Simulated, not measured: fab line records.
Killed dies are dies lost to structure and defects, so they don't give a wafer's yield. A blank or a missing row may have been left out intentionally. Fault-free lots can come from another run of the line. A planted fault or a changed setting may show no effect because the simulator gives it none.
Chamber matching | flow n5Finfet | N5_BEOL_M0_CO_CAP_123 on cvdCo-01: 3 sister chambers
The step material Co, precursor CCTBA/H2, target thk 2 nm, time 102.1 s. 14 wafers are shown with their chamber, then 6 later ones without.

## WAFERS PAIRED WITH THEIR CHAMBERS
wafer  | chamber | heaterPowerW (W) | susceptorTempC (C)
L652.2 | 1       | 245              | 199.92
L652.3 | 2       | 246              | 200.03
L652.5 | 1       | 244              | 200.05
L653.2 | 1       | 246              | 200.17
L653.5 | 2       | 250              | 199.75
L653.6 | 1       | 238              | 199.95
L654.1 | 2       | 243              | 199.89
L654.2 | 0       | 285              | 199.95
L656.1 | 0       | 280              | 199.91
L656.2 | 1       | 249              | 199.71
L656.6 | 1       | 247              | 199.82
L659.2 | 2       | 250              | 199.97
L659.3 | 0       | 281              | 199.70
L659.6 | 0       | 277              | 199.85

SIGNATURES (averages over the wafers above)
reading        | chamber 0 | chamber 1 | chamber 2 | scatter within a chamber
heaterPowerW   | 280.75    | 244.83    | 247.25    | 3.55
susceptorTempC | 199.8525  | 199.9367  | 199.9100  | 0.139
Rule: distance of a wafer from a chamber = root of the sum over the readings of ((wafer's reading minus chamber's mean) / reading's scatter) squared. If the next closest chamber is less than 2 further off than the closest, the wafer can't be placed; otherwise it belongs to the closest. How the scatter is found: for the shown wafers, subtract from each reading the mean of its chamber, square and add these, divide the total by (wafers less chambers), then take the root.

## WAFERS MISSING THEIR CHAMBER
wafer  | heaterPowerW (W) | susceptorTempC (C)
L661.1 | 242              | 200.24
L661.4 | 256              | 200.01
L661.6 | 246              | 200.31
L664.1 | 278              | 199.92
L664.4 | 250              | 199.99
L664.5 | 251              | 200.21

## WHICH CHAMBER EACH WENT THROUGH
wafer  | from the rows above     | in truth
L661.1 | can't be placed: 1 or 2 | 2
L661.4 | can't be placed: 2 or 1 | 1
L661.6 | can't be placed: 1 or 2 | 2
L664.1 | 0                       | 0
L664.4 | can't be placed: 2 or 1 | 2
L664.5 | can't be placed: 2 or 1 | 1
Correctly placed: 1 of 6. Can't be placed from these rows: 5 (the true chamber is among the candidates in 5). Wrongly placed: 0.
